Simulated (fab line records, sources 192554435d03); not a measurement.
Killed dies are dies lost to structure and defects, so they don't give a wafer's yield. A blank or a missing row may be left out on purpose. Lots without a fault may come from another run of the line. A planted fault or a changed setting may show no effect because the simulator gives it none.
Which tool did it? | flow n5_finfet | 10 lots, 30 wafers sampled, at 5 steps of a route of 1938

WHAT THE GAUGES READ, wafer by wafer
N5_WELL_APT_OVL_MEAS_26. Usual: PWELL_OVL -1 nm, standard deviation 4.7.
lot  | measured    | on         | PWELL_OVL (nm) | flag
L983 | day 1 15:01 | overlay-01 | -5 -9 2        |
L984 | day 1 21:31 | overlay-01 | 1 9 -2         |
L985 | day 2 03:05 | overlay-01 | -3 -6 -8       |
L987 | day 2 14:59 | overlay-02 | 1 -6 -2        |
L989 | day 3 02:50 | overlay-02 | 2 4 4          |
L998 | day 5 09:01 | overlay-02 | 5 0 2          |
L100 | day 5 21:08 | overlay-01 | 6 11 3         |
L101 | day 6 02:45 | overlay-01 | -7 0 -1        |
L103 | day 6 14:44 | overlay-02 | -6 0 -1        |
L105 | day 7 02:53 | overlay-01 | -1 3 8         |

N5_PMOS_HMC_CHANNEL_EPI_OVL_MEAS_10. Usual: PMOS_HMC_BLK_OVL 0.0 nm, standard deviation 0.63.
lot  | measured    | on         | PMOS_HMC_BLK_OVL (nm) | flag
L983 | day 1 17:12 | overlay-01 | -0.2 0.1 -0.2         |
L984 | day 1 23:52 | overlay-02 | 0.2 0.9 0.7           |
L985 | day 2 05:22 | overlay-01 | 0.0 0.1 -0.6          |
L987 | day 2 18:05 | overlay-02 | 0.2 -0.2 0.3          |
L989 | day 3 05:05 | overlay-01 | 0.0 -0.6 -1.7         |
L998 | day 5 11:42 | overlay-01 | 0.8 0.3 -0.6          |
L100 | day 5 23:38 | overlay-02 | 0.7 -0.7 0.2          |
L101 | day 6 04:56 | overlay-02 | -1.7 -0.3 -0.9        |
L103 | day 6 16:57 | overlay-02 | 0.8 0.2 0.2           |
L105 | day 7 05:08 | overlay-02 | -0.5 0.2 1.0          |

N5_BEOL_M4_RC_MEAS_101. Usual: DIBL_N 36.5 mV/V, standard deviation 1.4; DIBL_P 36.6 mV/V, standard deviation 1.9; IOFF_N 0.167 nA/um, standard deviation 0.029; IOFF_P 0.21 nA/um, standard deviation 0.033; ION_N 674 uA/um, standard deviation 12; ION_P 460 uA/um, standard deviation 8.9; RS_NWELL 1037 ohm/sq, standard deviation 6.3; SS_N 71.6 mV/dec, standard deviation 0.57; SS_P 73.4 mV/dec, standard deviation 0.61; VT_N 249 mV, standard deviation 3.3; VT_P -250 mV, standard deviation 3.3.
lot  | measured     | on        | DIBL_N (mV/V)  | DIBL_P (mV/V)  | IOFF_N (nA/um)    | IOFF_P (nA/um) | ION_N (uA/um) | ION_P (uA/um) | RS_NWELL (ohm/sq) | SS_N (mV/dec)  | SS_P (mV/dec)  | VT_N (mV)   | VT_P (mV)      | flag
L983 | day 8 10:10  | prober-01 | 33.5 36.6 33.2 | 31.3 35.8 31.9 | 0.126 0.180 0.119 | 0.18 0.25 0.18 | 677 694 671   | 470 480 460   | 1033 1043 1046    | 70.3 71.8 70.9 | 72.9 73.1 72.5 | 250 245 252 | -249 -247 -250 |
L984 | day 7 20:03  | prober-01 | 34.9 34.5 37.4 | 35.9 35.7 37.8 | 0.152 0.133 0.186 | 0.17 0.18 0.20 | 682 660 670   | 454 449 453   | 1037 1037 1034    | 71.5 71.4 72.5 | 73.3 73.7 73.2 | 250 251 244 | -254 -253 -253 |
L985 | day 8 10:22  | prober-02 | 36.0 34.5 38.5 | 36.0 33.9 39.2 | 0.160 0.134 0.214 | 0.20 0.18 0.26 | 664 657 674   | 454 450 459   | 1039 1042 1037    | 71.5 71.3 72.6 | 73.9 73.7 74.7 | 250 252 244 | -252 -256 -247 |
L987 | day 9 03:16  | prober-02 | 36.6 35.1 37.3 | 35.3 33.9 36.3 | 0.158 0.135 0.173 | 0.23 0.21 0.25 | 678 662 677   | 467 462 470   | 1040 1042 1039    | 71.5 70.4 71.1 | 73.4 73.0 73.6 | 250 252 250 | -248 -248 -244 |
L989 | day 9 12:04  | prober-01 | 37.1 35.5 35.7 | 38.5 35.8 36.4 | 0.212 0.180 0.170 | 0.25 0.21 0.21 | 682 694 678   | 468 470 462   | 1029 1034 1030    | 72.3 72.4 72.6 | 73.9 72.8 73.1 | 246 246 248 | -248 -249 -249 |
L998 | day 12 01:44 | prober-01 | 37.8 36.9 35.8 | 38.8 37.7 36.3 | 0.196 0.180 0.148 | 0.22 0.21 0.19 | 677 685 670   | 460 464 461   | 1219 1217 1224    | 71.7 71.3 71.3 | 73.6 73.5 73.9 | 245 247 249 | -248 -250 -252 | OFF
L100 | day 12 05:22 | prober-02 | 35.6 36.2 37.4 | 35.7 36.2 37.4 | 0.135 0.152 0.164 | 0.16 0.17 0.20 | 662 664 674   | 445 446 454   | 1214 1225 1217    | 71.4 70.7 72.3 | 72.4 73.0 72.9 | 255 249 251 | -255 -255 -255 | OFF
L101 | day 13 01:41 | prober-01 | 37.9 39.4 38.6 | 38.4 41.1 38.5 | 0.174 0.228 0.181 | 0.24 0.29 0.23 | 668 703 658   | 462 481 452   | 1037 1041 1035    | 72.1 71.8 71.8 | 73.4 74.9 73.6 | 248 245 250 | -251 -247 -251 |
L103 | day 13 01:34 | prober-02 | 36.3 35.6 35.4 | 36.5 36.2 35.1 | 0.160 0.138 0.140 | 0.20 0.20 0.19 | 671 660 673   | 456 451 459   | 1036 1037 1039    | 72.0 71.5 70.9 | 74.1 73.5 74.4 | 248 254 252 | -253 -255 -253 |
L105 | day 13 16:08 | prober-01 | 36.3 38.2 37.6 | 35.9 37.1 37.4 | 0.147 0.161 0.169 | 0.21 0.23 0.24 | 659 665 668   | 459 457 464   | 1047 1047 1042    | 71.3 71.4 72.0 | 72.9 73.6 73.7 | 253 250 246 | -249 -250 -249 |

WHICH TOOL RAN EACH LOT (tool, then ch and the chambers of the sampled wafers, then the start)
lot  | N5_ZERO_LAYER_ETCH_17             | N5_WELL_APT_IMPLANT_14
L983 | rie_diel-01 ch 0,2,3, day 1 12:50 | implanter-01 ch 0, day 1 14:05
L984 | rie_diel-03 ch 1,2, day 1 18:50   | implanter-02 ch 0, day 1 20:29
L985 | rie_diel-01 ch 2,3, day 2 00:50   | implanter-02 ch 0, day 2 02:00
L987 | rie_diel-04 ch 2,3, day 2 12:43   | implanter-01 ch 0, day 2 13:52
L989 | rie_diel-04 ch 0,2, day 3 00:43   | implanter-02 ch 0, day 3 01:48
L998 | rie_diel-03 ch 0,1,2, day 5 06:59 | implanter-02 ch 0, day 5 08:02
L100 | rie_diel-01 ch 1,2, day 5 18:43   | implanter-02 ch 0, day 5 20:02
L101 | rie_diel-01 ch 0,1,2, day 6 00:44 | implanter-01 ch 0, day 6 01:51
L103 | rie_diel-04 ch 0,1,3, day 6 12:44 | implanter-01 ch 0, day 6 13:47
L105 | rie_diel-04 ch 2,3, day 7 00:51   | implanter-01 ch 0, day 7 01:58
- N5_ZERO_LAYER_ETCH_17: etches SiO2 in CF4, target depth 12 nm, time 13.3 s.
- N5_WELL_APT_IMPLANT_14

WHAT THE TOOLS THEMSELVES READ (means of the sampled wafers that have a number; where no wafer has one, the mark that the record gives instead)
N5_ZERO_LAYER_ETCH_17. Usual: drypump_motor_current_A 5.6 A, standard deviation 0.45; oes_product_au 0.76 a.u., standard deviation 0.078; rf_vpp_V 948 V, standard deviation 4.4; showerhead_plenum_p_Torr 2.14 Torr, standard deviation 0.071; throttle_valve_pct 15.58 %, standard deviation 0.25.
lot  | tool        | drypump_motor_current_A (A) | oes_product_au (a.u.) | rf_vpp_V (V) | showerhead_plenum_p_Torr (Torr) | throttle_valve_pct (%) | flag
L983 | rie_diel-01 | 5.2                         | 0.79                  | 949          | 2.15                            | 15.54                  |
L984 | rie_diel-03 | 5.5                         | 0.72                  | 953          | 2.20                            | 15.79                  |
L985 | rie_diel-01 | 5.5                         | 0.81                  | 953          | 2.19                            | 15.45                  |
L987 | rie_diel-04 | 5.9                         | 0.89                  | 949          | 2.15                            | 15.24                  |
L989 | rie_diel-04 | 6.0                         | 0.88                  | 951          | 2.16                            | 15.36                  |
L998 | rie_diel-03 | 5.8                         | 0.70                  | 951          | 2.17                            | 15.73                  |
L100 | rie_diel-01 | 5.4                         | 0.82                  | 945          | 2.09                            | 15.48                  |
L101 | rie_diel-01 | 5.3                         | 0.79                  | 945          | 2.10                            | 15.55                  |
L103 | rie_diel-04 | 5.5                         | 0.73                  | 943          | 2.05                            | 15.63                  |
L105 | rie_diel-04 | 5.9                         | 0.83                  | 948          | 2.13                            | 15.30                  |

N5_WELL_APT_IMPLANT_14. Usual: dose_ions_cm2 1.5001e+13, standard deviation 1.8e+10; faraday_current_uA 191, standard deviation 3.7.
lot  | tool         | dose_ions_cm2 | faraday_current_uA | flag
L983 | implanter-01 | 1.4994e+13    | 188                |
L984 | implanter-02 | 1.5010e+13    | 189                |
L985 | implanter-02 | 1.5014e+13    | 188                |
L987 | implanter-01 | 1.5008e+13    | 190                |
L989 | implanter-02 | 1.5010e+13    | 197                |
L998 | implanter-02 | 1.1127e+13    | 138                | OFF
L100 | implanter-02 | 1.1149e+13    | 143                | OFF
L101 | implanter-01 | 1.5001e+13    | 186                |
L103 | implanter-01 | 1.4975e+13    | 187                |
L105 | implanter-01 | 1.4987e+13    | 191                |

THE ANSWER, worked out from the rows above alone
Rule: a lot is off if the mean of its wafers that have a number lies more than 3 standard deviations from the usual mean. A lot without any number at a reading at which 4 lots or more have one is off too. The other lots that the step has rows for count as sound. The gauges are gone through in route order, then the tools' own readings, and for those a lot's mean is taken as printed above. The first step at which some lot is off is used, and at that step the reading that is off furthest; a lot without a number counts as furthest.
Off: L998, L100, at N5_BEOL_M4_RC_MEAS_101 (RS_NWELL).
A tool fits if, at a process step before that reading, it ran every lot that is off, and no sound lot after the first of them. The gauges at N5_BEOL_M4_RC_MEAS_101 aren't tried: what is off there is off at N5_WELL_APT_IMPLANT_14 too, on other tools, and a gauge's error can't cause that. One fits: implanter-02 at N5_WELL_APT_IMPLANT_14. Its last sound lot is L989 (day 3 01:48), its first lot that is off L998 (day 5 08:02): a fault that began between those two fits.
The tool's own readings at N5_WELL_APT_IMPLANT_14 bear it out: on the lots that are off they differ by more than 5 times the standard deviation of the sound lots' means. dose_ions_cm2 reads 1.1138e+13 there against 1.5000e+13 on the sound lots; faraday_current_uA reads 140 there against 190 on the sound lots.

WHAT THE SIMULATOR HAD PUT IN
Process parameter drift: implanter-02, from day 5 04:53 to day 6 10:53, at N5_WELL_APT_IMPLANT_14. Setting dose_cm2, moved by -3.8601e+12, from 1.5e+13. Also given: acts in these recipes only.
Lots struck among those shown: L998, L100. The rule above found the same.
